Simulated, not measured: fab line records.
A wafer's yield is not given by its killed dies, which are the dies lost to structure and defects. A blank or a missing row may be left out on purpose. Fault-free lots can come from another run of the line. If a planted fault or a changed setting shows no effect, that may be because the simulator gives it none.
Split-lot trial || flow n5_finfet || route with 1938 steps; 7 lots, 21 wafers read

== THE SPLIT ==
At N5_PASSIVATION_VIA_ETCH_13 (etches SiO2 in CHF3/O2, target depth 660 nm, time 330 s), the setting source_w was moved away from the recipe's 650 W on 10 of the 21 wafers read, by -14.2% to +15.6%. The other wafers ran this setting at the recipe's value.

The reading is taken at the split's own step.

== THE READING ==
rf_vpp_V, in V, at N5_PASSIVATION_VIA_ETCH_13 (etches SiO2 in CHF3/O2, target depth 660 nm, time 330 s). Fault-free wafers of this fab line usually give 525 V, standard deviation 5.1 V.

{"wafer": "L075.1", "tool, chamber at the split": "rie_diel-02, 0", "source_w as run, W": 650, "against the recipe": "recipe", "rf_vpp_V, V": 528, "against lot-mates on the recipe": "-"}
{"wafer": "L075.3", "tool, chamber at the split": "rie_diel-02, 1", "source_w as run, W": 751.3, "against the recipe": "+15.6%", "rf_vpp_V, V": 482, "against lot-mates on the recipe": -46}
{"wafer": "L075.4", "tool, chamber at the split": "rie_diel-02, 3", "source_w as run, W": 751.3, "against the recipe": "+15.6%", "rf_vpp_V, V": 496, "against lot-mates on the recipe": -32}
{"wafer": "L081.1", "tool, chamber at the split": "rie_diel-02, 1", "source_w as run, W": 681.7, "against the recipe": "+4.9%", "rf_vpp_V, V": 507, "against lot-mates on the recipe": "no lot-mate on the recipe"}
{"wafer": "L081.2", "tool, chamber at the split": "rie_diel-02, 2", "source_w as run, W": 681.7, "against the recipe": "+4.9%", "rf_vpp_V, V": 509, "against lot-mates on the recipe": "no lot-mate on the recipe"}
{"wafer": "L081.6", "tool, chamber at the split": "rie_diel-02, 1", "source_w as run, W": 681.7, "against the recipe": "+4.9%", "rf_vpp_V, V": 505, "against lot-mates on the recipe": "no lot-mate on the recipe"}
{"wafer": "L086.3", "tool, chamber at the split": "rie_diel-02, 3", "source_w as run, W": 650, "against the recipe": "recipe", "rf_vpp_V, V": 532, "against lot-mates on the recipe": "-"}
{"wafer": "L086.5", "tool, chamber at the split": "rie_diel-02, 2", "source_w as run, W": 717.9, "against the recipe": "+10.4%", "rf_vpp_V, V": 496, "against lot-mates on the recipe": -36}
{"wafer": "L086.6", "tool, chamber at the split": "rie_diel-02, 1", "source_w as run, W": 717.9, "against the recipe": "+10.4%", "rf_vpp_V, V": 494, "against lot-mates on the recipe": -38}
{"wafer": "L090.1", "tool, chamber at the split": "rie_diel-05, 2", "source_w as run, W": 557.5, "against the recipe": "-14.2%", "rf_vpp_V, V": 562, "against lot-mates on the recipe": "+39"}
{"wafer": "L090.3", "tool, chamber at the split": "rie_diel-05, 3", "source_w as run, W": 557.5, "against the recipe": "-14.2%", "rf_vpp_V, V": 565, "against lot-mates on the recipe": "+42"}
{"wafer": "L090.6", "tool, chamber at the split": "rie_diel-05, 2", "source_w as run, W": 650, "against the recipe": "recipe", "rf_vpp_V, V": 523, "against lot-mates on the recipe": "-"}
{"wafer": "L094.1", "tool, chamber at the split": "rie_diel-04, 0", "source_w as run, W": 650, "against the recipe": "recipe", "rf_vpp_V, V": 517, "against lot-mates on the recipe": "-"}
{"wafer": "L094.3", "tool, chamber at the split": "rie_diel-04, 1", "source_w as run, W": 650, "against the recipe": "recipe", "rf_vpp_V, V": 528, "against lot-mates on the recipe": "-"}
{"wafer": "L094.5", "tool, chamber at the split": "rie_diel-04, 3", "source_w as run, W": 650, "against the recipe": "recipe", "rf_vpp_V, V": 537, "against lot-mates on the recipe": "-"}
{"wafer": "L095.1", "tool, chamber at the split": "rie_diel-04, 2", "source_w as run, W": 650, "against the recipe": "recipe", "rf_vpp_V, V": 529, "against lot-mates on the recipe": "-"}
{"wafer": "L095.2", "tool, chamber at the split": "rie_diel-04, 3", "source_w as run, W": 650, "against the recipe": "recipe", "rf_vpp_V, V": 536, "against lot-mates on the recipe": "-"}
{"wafer": "L095.4", "tool, chamber at the split": "rie_diel-04, 0", "source_w as run, W": 650, "against the recipe": "recipe", "rf_vpp_V, V": 519, "against lot-mates on the recipe": "-"}
{"wafer": "L097.3", "tool, chamber at the split": "rie_diel-02, 3", "source_w as run, W": 650, "against the recipe": "recipe", "rf_vpp_V, V": 532, "against lot-mates on the recipe": "-"}
{"wafer": "L097.4", "tool, chamber at the split": "rie_diel-02, 0", "source_w as run, W": 650, "against the recipe": "recipe", "rf_vpp_V, V": 527, "against lot-mates on the recipe": "-"}
{"wafer": "L097.6", "tool, chamber at the split": "rie_diel-02, 1", "source_w as run, W": 563.2, "against the recipe": "-13.4%", "rf_vpp_V, V": 556, "against lot-mates on the recipe": "+26"}

THE FIT
A straight line over all 21 wafers: rf_vpp_V changes by -2.61 V for each +1% of source_w; r = -0.96; the points scatter about the line by 6.3 V.
The same after taking each lot's own level away (the mean of its wafers on the recipe; 18 wafers): -2.71 V for each +1%; r = -0.96; scatter 6.7 V.
That fit puts the effect of the largest move of source_w on the reading at 42 V.
The span of the lots' own levels, 523.0 to 532.0 V, comes to 1.8 times the standard deviation stated above.
Consequently the slope shifts little with the lot-to-lot level, the two slopes agreeing.
Check: for one of the wafers moved furthest among these (+15.6%), held out of the fit, the line's prediction against its lot-mates is -42.3 V. Against them it came out at -46 V.
Tool readings at the split's step, against how far the setting was moved: rf_vpp_V r = -0.96.

== OTHER SPLITS APPLIED TO THESE WAFERS ==
Note: prior to the reading, these wafers also went through further splits. Each is held against what the fit with the lots' levels taken away leaves over:
{"other split on the same wafers": "N5_BEOL_M13_TRENCH_ETCH_34 time_s", "wafers away from the commonest value": 4, "r with rf_vpp_V (lot level and that fit taken away)": -0.29}
{"other split on the same wafers": "N5_BEOL_M14_DEP_53 time_s", "wafers away from the commonest value": 6, "r with rf_vpp_V (lot level and that fit taken away)": "+0.05"}
{"other split on the same wafers": "N5_BEOL_M15_ILD_DEP_00 time_s", "wafers away from the commonest value": 9, "r with rf_vpp_V (lot level and that fit taken away)": "+0.23"}
{"other split on the same wafers": "N5_MIM_BOT_SPUTTER_00 time_s", "wafers away from the commonest value": 6, "r with rf_vpp_V (lot level and that fit taken away)": -0.06}
{"other split on the same wafers": "N5_PASSIVATION_EXPOSE_07 dose_mj", "wafers away from the commonest value": 7, "r with rf_vpp_V (lot level and that fit taken away)": -0.24}

== THE FILE'S OWN FIT ==
rf_vpp_V changes by -2.66 V for each +1% of source_w, r = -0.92.
